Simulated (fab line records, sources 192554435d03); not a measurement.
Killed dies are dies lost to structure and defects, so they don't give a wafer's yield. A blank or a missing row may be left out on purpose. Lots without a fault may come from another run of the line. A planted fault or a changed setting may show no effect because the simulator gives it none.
Chamber matching | flow n5_finfet | N5_BEOL_M0_SAQP_PECVD_97 on pecvd-01: 3 sister chambers
The step deposits SiNx from SiH4/NH3/N2, target thk 23 nm, time 19.9 s. 18 wafers are shown with their chamber, then 9 later ones without.

WAFERS WITH THEIR CHAMBER
wafer  | chamber | throttle_valve_pct (%) | showerhead_plenum_p_Torr (Torr) | heater_power_w (W)
L076.1 | 2       | 35.5                   | 5.191                           | 586
L076.3 | 0       | 42.8                   | 5.160                           | 527
L076.4 | 1       | 41.1                   | 5.142                           | 463
L080.1 | 1       | 41.1                   | 5.155                           | 493
L080.3 | 0       | 42.6                   | 5.177                           | 531
L080.5 | 0       | 42.6                   | 5.176                           | 538
L082.1 | 2       | 35.5                   | 5.174                           | 509
L082.5 | 1       | 41.4                   | 5.134                           | 481
L082.6 | 2       | 35.7                   | 5.168                           | 497
L085.2 | 0       | 42.8                   | 5.172                           | 587
L085.4 | 1       | 41.1                   | 5.140                           | 431
L085.6 | 2       | 35.4                   | 5.163                           | 534
L088.1 | 2       | 35.4                   | 5.186                           | 537
L088.4 | 0       | 42.6                   | 5.155                           | 482
L088.6 | 1       | 41.2                   | 5.135                           | 458
L089.2 | 1       | 40.9                   | 5.130                           | 443
L089.3 | 2       | 35.5                   | 5.164                           | 511
L089.5 | 2       | 35.6                   | 5.182                           | 515

SIGNATURES (means of the wafers above)
reading                  | chamber 0 | chamber 1 | chamber 2 | scatter within a chamber
throttle_valve_pct       | 42.680    | 41.133    | 35.514    | 0.129
showerhead_plenum_p_Torr | 5.16800   | 5.13933   | 5.17543   | 0.0101
heater_power_w           | 533.00    | 461.50    | 527.00    | 30
Rule: a wafer's distance from a chamber is the root of the sum, over the readings, of the square of ((its reading less the chamber's mean) divided by the reading's scatter). The wafer belongs to the nearest chamber; if the next one is less than 2 further off, it can't be placed. The scatter: the root of (the sum of the squares of (reading less its chamber's mean) over the shown wafers, divided by (wafers less chambers)).

WAFERS WITHOUT THEIR CHAMBER
wafer  | throttle_valve_pct (%) | showerhead_plenum_p_Torr (Torr) | heater_power_w (W)
L090.3 | 42.7                   | 5.160                           | 515
L090.4 | 42.6                   | 5.173                           | 540
L090.5 | 41.2                   | 5.135                           | 411
L093.1 | 35.8                   | 5.174                           | 566
L093.4 | 41.3                   | 5.150                           | 469
L093.6 | 42.8                   | 5.176                           | 539
L097.2 | 35.6                   | 5.168                           | 570
L097.3 | 42.6                   | 5.161                           | 512
L097.4 | 35.9                   | 5.164                           | 571

WHICH CHAMBER EACH WENT THROUGH
wafer  | from the rows above | in truth
L090.3 | 0                   | 0
L090.4 | 0                   | 0
L090.5 | 1                   | 1
L093.1 | 2                   | 2
L093.4 | 1                   | 1
L093.6 | 0                   | 0
L097.2 | 2                   | 2
L097.3 | 0                   | 0
L097.4 | 2                   | 2
Placed correctly: 9 of 9. Can't be placed from these rows: 0. Placed wrongly: 0.
